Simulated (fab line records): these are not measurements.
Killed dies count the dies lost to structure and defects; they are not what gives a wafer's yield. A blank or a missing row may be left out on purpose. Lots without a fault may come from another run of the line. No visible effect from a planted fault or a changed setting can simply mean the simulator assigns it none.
8D (eight disciplines) problem report, filled in by code | flow n5-finfet | the parts of the form that need people (team, actions taken, sign-off) are left out

1. WHAT WENT WRONG
spin-speed-rpm at N5_BEOL_M4_COAT_67 reads a mean of 1614.4 rpm on 6 wafers of 2 lots; wafers without a fault read 1499.9 rpm with a standard deviation of 1. That is +99 or more standard deviations from the usual mean.
The step: time 60 s, resist thk 60 nm.
Earliest sighting: wafer L404.1 on litho-track-04 at day 8 05:38. At this step, 12 wafers from 4 lots have a number in the record. The rule behind "out" and "out of limits": a value lying over 4 standard deviations away from the usual mean. All remaining wafers that have a number are taken as sound.

2. WHAT IT IS, AND WHAT IT ISN'T
question                    | is                     | is not
which readings at this step | spin-speed-rpm         | -
which lots                  | L404, L407             | L417, L422
which wafers of those lots  | all that have a number | -
read on which tools         | litho-track-04         | litho-track-03
when                        | from day 8 05:38       | up to then (0 sound wafers); but 6 sound wafers of L417, L422 came after

3. THE SUSPECTS, EACH WITH WHAT RULES IT OUT
Counting: a tool at a process step up to the reading stays a suspect if it ran every lot that is out and no sound lot after the first of them.
- litho-track-04 at N5_BEOL_M4_COAT_67 (time 60 s, resist thk 60 nm): ruled out as a lasting fault. After its first lot that is out, L404 (day 8 05:38), sound lots L417 ran on it.
Left after counting: nothing in the record.

4. THE CAUSE (what the simulator had put in)
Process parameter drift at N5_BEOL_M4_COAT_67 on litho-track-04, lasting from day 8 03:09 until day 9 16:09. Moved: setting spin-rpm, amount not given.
Counting ruled it out, wrongly.

5. SEQUENCE OF EFFECTS, ordered by route
Rows list readings where the struck wafers' mean (over those with a number) sits beyond 3 standard deviations from the usual. Scope: only readings with a usual standard deviation given in the record; hours: median across lots of the time from each lot's start at the first step in this table that gives one to its start at this step; sigmas: change in usual standard deviations.
hours | step               | reading        | usual      | on struck wafers | change | sigmas
0     | N5_BEOL_M4_COAT_67 | spin-speed-rpm | 1499.9 rpm | 1614.4           | +114.5 | +99 or more
It contains these process steps:
- N5_BEOL_M4_COAT_67: time 60 s, resist thk 60 nm.
At these later measuring or inspecting steps, every struck wafer for which the step has a row has a number for every such reading, and none has moved that far: N5_BEOL_M4_RC_MEAS_101.

6. WHAT WOULD HAVE CAUGHT IT SOONER
The fault began at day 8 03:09; the first out-of-limits reading in this record came at day 8 05:38, 2 hours later.
